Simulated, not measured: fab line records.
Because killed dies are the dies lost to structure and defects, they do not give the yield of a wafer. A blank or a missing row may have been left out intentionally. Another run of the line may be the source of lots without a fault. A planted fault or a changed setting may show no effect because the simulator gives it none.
fab line records	flow n5-finfet
record lots=9	wafers=26	last-day=18
route steps=1938 shown BEOL_M2@929 BEOL_M3@945 BEOL_M4@1111 PASSIVATION@1936
lots with no fault: from the same line, run without faults
start-h: hours from the record's first day to the start of the lot's first wafer shown	wait-h: hours elapsed since this lot's preceding step	" as in the row above	L1.1+2: a single row standing in for several wafers	- no value, or no start given	* or withheld: withheld	< > ~ a bound
route shown NAME@n: NAME is a module with steps in the file, n the number in the route of the first one	usual: the fault-free wafers' mean and standard deviation	same: alike in all rows	chamber/n: place in a boat	sites: each site's reading	_std_site: their standard deviation	_edge_site: inner sites' mean taken away from outer sites' mean	radius-mm: how far each site lies from the wafer's centre	mask NAME#n: copy n	behind: the last tool/chamber to shape the wafer	hold: reason for holding the lot/hours on hold/outcome of the hold	device: which transistor (n, p or np) failed to switch	end of line: at the end of the route, the tests of the same wafers	for a step that has no rows: nothing shown but its recipe	killed: at the first sort, the dies lost to defects and structure; wafer yield is something else	map: a wafer's dies, x killed, . not, _ none there
set.NAME: setting as actually run; set.NAME@STEP: the setting as run at that earlier step	model.NAME: the simulator's own value behind a step, which no gauge read
route steps across a sampled set of lots; one table per step, one row per wafer
services: from which hour (start-h, from the record's first day; less than 0 if before it) a tool's chamber was out of use, for how many hours, and why
## steps
# step N5_BEOL_M2_RS_MEAS_58
# recipe thk-meas-gauge=four-point-probe	reads=Co_of_BEOL_M2_CO_CAP_55+Cu_of_BEOL_M2_ECD_50+Co_of_BEOL_M2_CVD_47+TaN_of_BEOL_M2_ALD_84
# usual M2_RS=0.682/0.03
lot.wafer	tool	chamber	start-h	wait-h	M2_RS[ohm/sq]
L831.1	film-metro-01	-	165.27	0.0	0.718
L831.3	"	-	"	"	0.688
L831.5	"	-	"	"	0.716
L834.2	film-metro-02	-	175.79	0.1	0.690
L834.3	"	-	"	"	0.667
L834.4	"	-	"	"	0.685
L837.1	film-metro-01	-	184.69	0.0	0.656
L837.3	"	-	"	"	0.661
L837.4	"	-	"	"	0.645
L838.1	film-metro-02	-	190.38	0.1	0.705
L838.4	"	-	"	"	0.706
L838.6	"	-	"	"	0.688
L841.3	film-metro-02	-	227.32	0.1	0.699
L841.4	"	-	"	"	0.689
L841.6	"	-	"	"	0.696
L845.3	film-metro-02	-	255.87	0.1	0.713
L845.5	"	-	"	"	0.646
L845.6	"	-	"	"	0.639
L847.1	film-metro-02	-	260.71	0.0	0.733
L847.6	"	-	"	"	0.727
L849.2	film-metro-01	-	267.65	0.1	0.681
L849.3	"	-	"	"	0.695
L849.6	"	-	"	"	0.681
L850.1	film-metro-01	-	269.50	0.0	0.683
L850.3	"	-	"	"	0.658
L850.5	"	-	"	"	0.655
# step N5_BEOL_M3_OVL_MEAS_12
# recipe points-per-wafer=522
# usual M3_OVL=0.1/0.63
lot.wafer	tool	chamber	start-h	wait-h	M3_OVL[nm]
L831.1	overlay-01	0	166.25	0.0	-0.5
L831.3	"	0	"	"	-0.9
L831.5	"	0	"	"	0.0
L834.2	overlay-02	0	177.45	0.0	0.9
L834.3	"	0	"	"	0.7
L834.4	"	0	"	"	-0.1
L837.1	overlay-02	0	186.41	0.0	0.6
L837.3	"	0	"	"	-0.6
L837.4	"	0	"	"	0.1
L838.1	overlay-02	0	192.82	0.0	1.1
L838.4	"	0	"	"	0.0
L838.6	"	0	"	"	0.2
L841.3	overlay-01	0	228.71	0.0	0.8
L841.4	"	0	"	"	-0.4
L841.6	"	0	"	"	0.3
L845.3	overlay-01	0	257.40	0.0	-1.2
L845.5	"	0	"	"	-0.9
L845.6	"	0	"	"	-0.3
L847.1	overlay-01	0	263.75	0.0	-0.2
L847.6	"	0	"	"	0.7
L849.2	overlay-02	0	268.55	0.0	-1.1
L849.3	"	0	"	"	0.6
L849.6	"	0	"	"	-0.3
L850.1	overlay-02	0	271.11	0.0	0.2
L850.3	"	0	"	"	0.5
L850.5	"	0	"	"	-0.2
# step N5_BEOL_M3_ETCH_74
# recipe chemistry=N2/H2	target=underlayer	target-depth-a=65	mask-material=CAR-EUV	time-s=5.2	ion-energy-ev=200	pressure-mtorr=30	source-w=840	bias-w=150	n2-flow-sccm=200	h2-flow-sccm=200	ends=cleared
# usual bias-w=149.9/0.45	drypump-motor-current-A=5.9/0.32	etch-rf-on-time-s=5.19/0.11	n2-flow-sccm=200.0/0.57	oes-product-au=0.70/0.082	rf-vpp-V=525.3/2.5	showerhead-plenum-p-Torr=2.59/0.072	throttle-valve-pct=17.89/0.24
lot.wafer	tool	chamber	start-h	wait-h	bias-w	drypump-motor-current-A	etch-rf-on-time-s	n2-flow-sccm	oes-product-au	rf-hours-counter-h	rf-vpp-V	showerhead-plenum-p-Torr	throttle-valve-pct
L831.1	rie-diel-01	0	166.38	0.0	149.5	6.4	5.17	199.7	0.74	45	525.6	2.61	18.10
L831.3	"	2	"	"	149.6	5.8	5.27	200.8	0.59	250	518.7	2.38	17.95
L831.5	"	3	"	"	149.9	5.8	5.19	199.8	0.75	-	525.5	2.57	17.76
L834.2	rie-diel-02	3	178.25	0.0	149.3	6.3	5.05	200.5	0.79	24	529.0	2.71	17.79
L834.3	"	1	"	"	149.4	5.7	5.15	200.2	0.80	8	527.6	2.60	17.59
L834.4	"	1	"	"	149.9	5.7	5.14	199.5	0.78	-	526.0	2.60	17.56
L837.1	rie-diel-01	1	186.63	0.0	149.1	5.8	5.24	199.2	0.58	252	525.2	2.62	18.38
L837.3	"	0	"	"	150.1	6.3	5.24	200.0	0.73	53	523.6	2.60	18.10
L837.4	"	1	"	"	150.0	5.8	5.24	200.1	0.59	-	526.5	2.62	18.35
L838.1	rie-diel-02	2	192.95	0.0	150.3	6.2	5.31	200.2	0.59	214	524.8	2.53	17.83
L838.4	"	1	"	"	149.6	5.7	5.20	199.9	0.77	14	525.7	2.60	17.59
L838.6	"	2	"	"	150.7	6.2	5.30	199.9	0.58	-	523.2	2.53	17.86
L841.3	rie-diel-05	1	228.83	0.0	150.5	6.0	5.18	199.3	0.63	148	523.1	2.53	17.77
L841.4	"	3	"	"	150.1	5.8	5.23	199.2	0.58	-	524.8	2.59	18.05
L841.6	"	1	"	"	150.0	6.0	5.18	200.5	0.64	-	524.0	2.53	17.80
L845.3	rie-diel-01	1	257.52	0.0	150.4	5.8	5.24	200.3	0.80	12	526.3	2.62	17.89
L845.5	"	2	"	"	150.3	5.9	5.03	200.6	0.80	-	529.5	2.68	17.55
L845.6	"	3	"	"	148.8	5.8	5.16	199.9	0.71	-	523.6	2.56	17.81
L847.1	rie-diel-01	0	263.88	0.0	150.0	6.3	5.25	199.4	0.70	81	524.8	2.59	18.15
L847.6	"	0	"	"	149.8	6.3	5.22	200.2	0.70	-	523.4	2.59	18.15
L849.2	rie-diel-01	2	268.68	0.0	149.3	5.8	5.01	199.6	0.81	28	527.1	2.68	17.53
L849.3	"	0	"	"	149.9	6.3	5.14	200.0	0.71	83	525.6	2.59	18.15
L849.6	"	0	"	"	150.1	6.3	5.17	201.1	0.70	-	523.4	2.59	18.16
L850.1	rie-diel-02	1	271.31	0.0	150.8	5.7	5.18	200.3	0.76	31	526.4	2.59	17.65
L850.3	"	2	"	"	150.1	6.2	5.37	200.1	0.56	240	522.2	2.52	17.90
L850.5	"	1	"	"	149.8	5.7	5.20	200.4	0.75	-	524.1	2.59	17.64
# step N5_BEOL_M3_COAT_68
# recipe resist=SiARC	temp-c=220	time-s=60	spin-rpm=1500	resist-thk-nm=12
# usual heater-power-total-W=427.7/2.1	spin-speed-rpm=1499.9/0.87
lot.wafer	tool	chamber	start-h	wait-h	heater-power-total-W	spin-speed-rpm
L831.1	litho-track-04	0	166.81	-	427.7	1500.7
L831.3	"	0	"	"	426.0	1501.5
L831.5	"	0	"	"	426.7	1500.6
L834.2	litho-track-05	0	178.75	-	430.7	1497.4
L834.3	"	0	"	"	431.0	1499.2
L834.4	"	0	"	"	430.3	1501.2
L837.1	litho-track-05	0	187.06	-	425.1	1501.1
L837.3	"	0	"	"	429.3	1500.3
L837.4	"	0	"	"	424.2	1501.3
L838.1	litho-track-05	0	193.42	-	424.4	1500.1
L838.4	"	0	"	"	428.5	1499.7
L838.6	"	0	"	"	429.8	1499.6
L841.3	litho-track-05	0	229.26	-	424.3	1754.5
L841.4	"	0	"	"	430.9	1755.2
L841.6	"	0	"	"	429.7	1755.7
L845.3	litho-track-05	0	257.95	-	426.5	1755.0
L845.5	"	0	"	"	427.1	1755.9
L845.6	"	0	"	"	427.9	1754.9
L847.1	litho-track-02	0	264.49	-	428.9	1501.0
L847.6	"	0	"	"	429.2	1500.7
L849.2	litho-track-02	0	269.16	-	424.0	1501.6
L849.3	"	0	"	"	424.1	1500.7
L849.6	"	0	"	"	424.9	1499.0
L850.1	litho-track-02	0	271.75	-	430.8	1499.4
L850.3	"	0	"	"	425.0	1498.7
L850.5	"	0	"	"	427.1	1500.0
# step N5_BEOL_M3_ETCH_69
# recipe chemistry=CF4	target=SiARC	target-depth-a=156	mask-material=CAR-EUV	time-s=26	ion-energy-ev=80	pressure-mtorr=40	source-w=545	bias-w=36	Ar_flow_sccm=100	cf4-flow-sccm=100	ends=cleared
# usual bias-w=35.98/0.11	drypump-motor-current-A=5.9/0.35	etch-rf-on-time-s=26.1/0.55	oes-product-au=0.69/0.08	rf-vpp-V=184.6/1.1	showerhead-plenum-p-Torr=2.18/0.054	throttle-valve-pct=15.67/0.22
lot.wafer	tool	chamber	start-h	wait-h	bias-w	drypump-motor-current-A	etch-rf-on-time-s	oes-product-au	rf-hours-counter-h	rf-vpp-V	showerhead-plenum-p-Torr	throttle-valve-pct
L831.1	rie-diel-05	2	167.26	0.0	36.10	5.0	25.8	0.64	167	182.3	2.06	15.54
L831.3	"	1	"	"	36.11	6.0	26.2	0.66	129	183.1	2.14	15.64
L831.5	"	0	"	"	35.91	6.1	27.1	0.59	-	184.7	2.22	15.87
L834.2	rie-diel-02	1	179.33	0.0	36.01	5.7	25.8	0.80	9	185.7	2.20	15.36
L834.3	"	0	"	"	36.03	5.5	26.5	0.64	162	185.2	2.22	16.00
L834.4	"	3	"	"	35.98	6.2	25.1	0.79	-	186.9	2.26	15.38
L837.1	rie-diel-05	1	187.51	0.0	36.05	6.1	25.9	0.65	136	184.9	2.14	15.64
L837.3	"	2	"	"	35.79	5.0	25.3	0.65	174	183.4	2.06	15.54
L837.4	"	0	"	"	36.04	6.1	26.7	0.58	217	185.0	2.22	15.89
L838.1	rie-diel-02	0	193.87	0.0	35.83	5.5	26.5	0.64	167	185.9	2.22	16.04
L838.4	"	3	"	"	35.93	6.3	25.1	0.78	30	187.2	2.26	15.39
L838.6	"	0	"	"	35.88	5.5	26.4	0.64	-	183.2	2.22	16.02
L841.3	rie-diel-02	0	229.72	0.0	35.95	5.5	25.0	0.62	180	183.2	2.21	16.04
L841.4	"	2	"	"	35.92	6.1	24.4	0.57	227	183.1	2.12	15.64
L841.6	"	1	"	"	36.00	5.7	24.2	0.77	-	185.7	2.20	15.37
L845.3	rie-diel-02	0	258.41	0.0	36.01	5.5	24.6	0.62	187	184.0	2.21	16.06
L845.5	"	2	"	"	36.04	6.2	24.5	0.57	-	183.7	2.12	15.65
L845.6	"	1	"	"	35.89	5.7	23.9	0.75	-	183.4	2.19	15.39
L847.1	rie-diel-05	1	265.08	0.0	35.80	6.0	26.1	0.64	162	184.3	2.13	15.69
L847.6	"	3	"	"	36.08	5.8	26.0	0.84	-	185.0	2.19	15.42
L849.2	rie-diel-02	1	269.62	0.0	35.95	5.7	26.0	0.75	30	184.7	2.19	15.41
L849.3	"	0	"	"	35.81	5.4	26.9	0.61	190	183.5	2.21	16.08
L849.6	"	2	"	"	35.83	6.2	26.7	0.57	-	183.9	2.11	15.66
L850.1	rie-diel-01	0	272.38	0.0	35.99	6.3	25.9	0.70	85	183.3	2.17	15.86
L850.3	"	3	"	"	36.03	5.8	25.8	0.71	84	182.5	2.17	15.70
L850.5	"	0	"	"	35.91	6.3	25.4	0.71	-	184.4	2.17	15.87
# step N5_BEOL_M4_RC_MEAS_101
# usual DIBL_N=36.0/2.2	DIBL_P=36.2/2.4	IOFF_N=0.16/0.035	IOFF_P=0.21/0.037	ION_N=672/13	ION_P=461/7	SS_N=71.4/0.69	SS_P=73.2/0.75	VT_N=250/3.4	VT_P=-251/3
lot.wafer	tool	chamber	start-h	wait-h	DIBL_N[mV/V]	DIBL_P[mV/V]	IOFF_N[nA/um]	IOFF_P[nA/um]	ION_N[uA/um]	ION_P[uA/um]	SS_N[mV/dec]	SS_P[mV/dec]	VT_N[mV]	VT_P[mV]
L831.1	prober-01	0	205.02	0.0	33.9	34.2	0.12	0.17	659	451	71.3	73.7	252	-257
L831.3	"	0	"	"	35.4	35.7	0.16	0.19	677	457	71.1	73.4	250	-253
L831.5	"	0	"	"	35.7	36.5	0.17	0.21	694	467	70.8	73.6	246	-252
L834.2	prober-01	0	207.96	0.3	37.4	36.8	0.14	0.21	676	465	71.4	73.0	254	-247
L834.3	"	0	"	"	36.3	36.0	0.13	0.20	670	468	71.3	72.5	252	-250
L834.4	"	0	"	"	33.0	32.4	0.09	0.15	649	456	70.2	72.0	257	-251
L837.1	prober-01	0	235.09	0.0	35.2	34.8	0.14	0.18	665	455	71.1	72.2	253	-255
L837.3	"	0	"	"	32.3	32.9	0.11	0.16	655	454	70.3	71.8	254	-252
L837.4	"	0	"	"	35.6	36.0	0.14	0.19	667	461	71.0	72.8	251	-254
L838.1	prober-02	0	235.70	0.0	34.2	33.5	0.13	0.18	675	465	70.3	72.5	252	-250
L838.4	"	0	"	"	36.7	37.9	0.18	0.24	684	471	71.8	73.6	246	-246
L838.6	"	0	"	"	36.2	36.5	0.16	0.22	683	460	70.8	73.1	249	-250
L841.3	prober-02	0	264.73	0.3	34.0	32.1	0.13	0.18	666	458	71.1	72.2	253	-250
L841.4	"	0	"	"	36.6	35.7	0.18	0.24	673	470	72.5	73.2	246	-246
L841.6	"	0	"	"	33.7	32.3	0.12	0.18	665	460	70.4	72.5	253	-248
L845.3	prober-02	0	302.42	0.3	35.7	36.3	0.16	0.20	673	466	71.7	73.6	251	-253
L845.5	"	0	"	"	36.6	37.7	0.17	0.22	665	464	72.0	73.7	251	-252
L845.6	"	0	"	"	34.8	36.3	0.15	0.20	669	458	71.0	73.3	250	-253
L847.1	prober-02	0	303.93	0.0	34.0	34.4	0.13	0.17	664	454	71.3	72.1	252	-252
L847.6	"	0	"	"	34.9	34.8	0.14	0.18	663	455	72.2	72.4	252	-253
L849.2	prober-01	0	304.76	0.2	40.9	41.1	0.26	0.30	700	476	72.6	75.2	243	-247
L849.3	"	0	"	"	38.3	37.2	0.18	0.23	689	466	71.8	73.6	249	-251
L849.6	"	0	"	"	38.9	38.2	0.20	0.24	691	462	71.8	74.7	249	-249
L850.1	prober-02	0	322.04	0.0	35.0	35.2	0.14	0.18	658	455	70.9	72.9	252	-250
L850.3	"	0	"	"	33.6	33.7	0.11	0.16	645	447	70.1	71.8	254	-254
L850.5	"	0	"	"	33.6	34.3	0.12	0.16	649	451	70.0	71.6	255	-253
# step N5_PASSIVATION_PROBE_49
# usual defect-limited-yield=91.2/1.4	killed_at_M0_to_M3=34/9.4	killed_at_M4_up=14/5.6	killed-at-contacts=13/7.8	killed-at-front-end=37/10	killed-at-other=4/3.3	killed-dies=103/17	killed-open=68/13	killed-short=33/8.2	sort_bin_5_function=5.1/0.92	sort_bin_6_memory=3.3/0.71	sort_bin_8_speed=0.01/0.043	sort-n-pass=1077/17	sort-yield-pct=91.2/1.4
# same gross-dies=1180	killed-at-back-side=0	sort_bin_4_leakage[%]=0
lot.wafer	tool	chamber	start-h	wait-h	defect-limited-yield[%]	killed_at_M0_to_M3	killed_at_M4_up	killed-at-contacts	killed-at-front-end	killed-at-other	killed-dies	killed-open	killed-short	sort_bin_5_function[%]	sort_bin_6_memory[%]	sort_bin_8_speed[%]	sort-n-pass	sort-yield-pct[%]
L838.1	prober-02	-	343.83	0.0	91.3	24	25	16	33	5	103	72	31	5.5	3.1	0	1077	91.3
L838.4	prober-02	-	343.98	0.2	91.1	29	16	15	39	6	105	65	39	4.9	3.8	0	1075	91.1
L838.6	prober-02	-	344.08	0.3	92.7	32	11	3	36	4	86	53	32	4.4	2.4	0	1094	92.7
L841.3	prober-02	-	372.64	0.1	91.0	54	10	16	25	1	106	68	33	5.3	3.1	0	1074	91.0
L847.1	prober-02	-	416.83	0.0	93.0	30	13	3	28	9	83	51	29	4.2	2.5	0	1097	93.0
L847.6	prober-02	-	417.08	0.3	91.8	32	16	13	31	5	97	60	26	3.7	3.2	0	1083	91.8
# killed by level:class
L838.1 MOL_CONTACT_COAG:geometric-particle:open=15 BEOL_M0_SAQP:geometric-particle:short=8 STI_FIN_REVEAL:geometric-particle:open=7 FIN_SAQP:geometric-particle:short=6 BEOL_M5:geometric-particle:open=6 GATE_CUT:geometric-particle:short=5 BEOL_M0_SAQP:geometric-particle:open=5 BEOL_M7:geometric-particle:open=5
L838.4 BEOL_M0_SAQP:geometric-particle:open=14 MOL_CONTACT_COAG:geometric-particle:open=9 FIN_SAQP:geometric-particle:short=7 STI_FIN_REVEAL:geometric-particle:open=7 BEOL_M2:geometric-particle:open=7 MOL_CONTACT_COAG:geometric-particle:short=6 BEOL_M4:geometric-particle:open=6 FIN_SAQP:geometric-particle:open=5
L838.6 BEOL_M0_SAQP:geometric-particle:short=11 STI_FIN_REVEAL:geometric-particle:open=10 BEOL_M0_SAQP:geometric-particle:open=7 GATE_CUT:geometric-particle:short=6 FIN_SAQP:geometric-particle:open=5 BEOL_M1:geometric-particle:open=5 BEOL_M2:geometric-particle:open=4 BEOL_M4:geometric-particle:open=4
L841.3 BEOL_M3:geometric-particle:open=18 BEOL_M0_SAQP:geometric-particle:short=17 MOL_CONTACT_COAG:geometric-particle:open=15 BEOL_M0_SAQP:geometric-particle:open=6 GATE_CUT:geometric-particle:short=5 GATE_CUT:geometric-particle:open=4 BEOL_M3:geometric-particle:short=4 BEOL_M6:geometric-particle:open=4
L847.1 BEOL_M0_SAQP:geometric-particle:open=9 BEOL_M0_SAQP:geometric-particle:short=8 STI_FIN_REVEAL:geometric-particle:open=6 BEOL_M4:geometric-particle:open=6 FIN_SAQP:geometric-particle:open=4 BEOL_M1:geometric-particle:open=4 BEOL_M3:geometric-particle:open=4 FIN_SAQP:geometric-particle:short=3
L847.6 MOL_CONTACT_COAG:geometric-particle:open=10 HKMG_FIN:area-etch=9 BEOL_M0_SAQP:geometric-particle:open=8 BEOL_M3:geometric-particle:open=8 BEOL_M2:geometric-particle:open=7 FIN_SAQP:geometric-particle:open=6 FIN_SAQP:geometric-particle:short=5 BEOL_M4:geometric-particle:open=5
## services
tool	chamber	start-h	hours	kind
rie-diel-01	3	144.44	4.0	repair
rie-diel-01	2	168.39	-	clean
rie-diel-01	2	168.39	-	consumable-replace:focus-ring
rie-diel-01	2	168.39	-	consumable-replace:showerhead
rie-diel-01	2	168.39	21.4	scheduled-down
rie-diel-01	2	168.39	21.4	vent-cycle
rie-diel-02	2	177.07	8.7	repair
rie-diel-01	1	189.91	-	clean
rie-diel-01	1	189.91	-	consumable-replace:focus-ring
rie-diel-01	1	189.91	30.6	scheduled-down
rie-diel-01	1	189.91	30.6	vent-cycle
rie-diel-02	1	203.82	16.6	repair
rie-diel-01	3	205.00	4.9	repair
rie-diel-05	0	227.75	9.5	repair
rie-diel-05	3	237.47	-	clean
rie-diel-05	3	237.47	-	consumable-replace:focus-ring
rie-diel-05	3	237.47	25.4	scheduled-down
rie-diel-05	3	237.47	25.4	vent-cycle
litho-track-04	-	240.26	-	consumable-replace:filter
rie-diel-01	3	252.29	4.1	repair
litho-track-05	-	263.07	-	consumable-replace:filter
rie-diel-02	-	263.90	1.7	repair
## key
first-sign step=N5_BEOL_M3_COAT_68	reading=spin-speed-rpm	direction=up	sigmas=99+	usual=*	struck=*
effect step=N5_BEOL_M3_ETCH_69	reading=etch-rf-on-time-s	direction=down	sigmas=3	usual=*	struck=*
met-at N5_BEOL_M3_COAT_68
struck-lots L841,L845
not-acting-at N5_BEOL_M2_RS_MEAS_58,N5_BEOL_M3_OVL_MEAS_12,N5_BEOL_M3_ETCH_74
onset-between 193.42 229.26
fault kind=process-parameter-drift	tool=litho-track-05	chamber=-	onset-h=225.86	steps=N5_BEOL_M3_COAT_68	channel=spin-rpm	offset=*	shape=step	end-h=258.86	acts-in=*	stated=*
